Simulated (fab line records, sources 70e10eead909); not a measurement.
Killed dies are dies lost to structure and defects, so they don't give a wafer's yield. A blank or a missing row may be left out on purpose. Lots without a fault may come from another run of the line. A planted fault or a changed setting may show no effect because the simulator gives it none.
Chamber matching | flow nand_harc | NHARC_A_CONTACT_DEP_58 on pecvd-01: 3 sister chambers
The step deposits SiON, target thk 90 nm. 14 wafers are shown with their chamber, then 7 later ones without.

WAFERS WITH THEIR CHAMBER
wafer  | chamber | heater_power_w (W) | rf_fwd_power_W (W)
L078.2 | 0       | 692                | 350.1
L078.3 | 1       | 967                | 349.4
L078.6 | 1       | 982                | 349.5
L081.2 | 2       | 739                | 350.4
L081.3 | 0       | 702                | 352.1
L081.4 | 1       | 871                | 348.4
L085.2 | 1       | 958                | 348.0
L085.5 | 1       | 998                | 348.4
L085.6 | 2       | 655                | 349.3
L086.3 | 2       | 756                | 348.9
L086.4 | 0       | 684                | 348.5
L086.5 | 1       | 811                | 348.6
L089.2 | 1       | 872                | 349.0
L089.5 | 0       | 691                | 350.3

SIGNATURES (means of the wafers above)
reading        | chamber 0 | chamber 1 | chamber 2 | scatter within a chamber
heater_power_w | 692.25    | 922.71    | 716.67    | 57.3
rf_fwd_power_W | 350.250   | 348.757   | 349.533   | 0.934
Rule: a wafer's distance from a chamber is the root of the sum, over the readings, of the square of ((its reading less the chamber's mean) divided by the reading's scatter). The wafer belongs to the nearest chamber; if the next one is less than 2 further off, it can't be placed. The scatter: the root of (the sum of the squares of (reading less its chamber's mean) over the shown wafers, divided by (wafers less chambers)).

WAFERS WITHOUT THEIR CHAMBER
wafer  | heater_power_w (W) | rf_fwd_power_W (W)
L089.6 | 892                | 348.9
L091.1 | 729                | 348.6
L091.3 | 714                | 348.8
L091.4 | 711                | 349.3
L090.1 | 939                | 348.4
L090.2 | 651                | 348.0
L090.4 | 645                | 349.6

WHICH CHAMBER EACH WENT THROUGH
wafer  | from the rows above     | in truth
L089.6 | 1                       | 1
L091.1 | can't be placed: 2 or 0 | 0
L091.3 | can't be placed: 2 or 0 | 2
L091.4 | can't be placed: 2 or 0 | 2
L090.1 | 1                       | 1
L090.2 | can't be placed: 2 or 0 | 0
L090.4 | can't be placed: 0 or 2 | 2
Placed correctly: 2 of 7. Can't be placed from these rows: 5 (the true chamber is among the candidates in 5). Placed wrongly: 0.
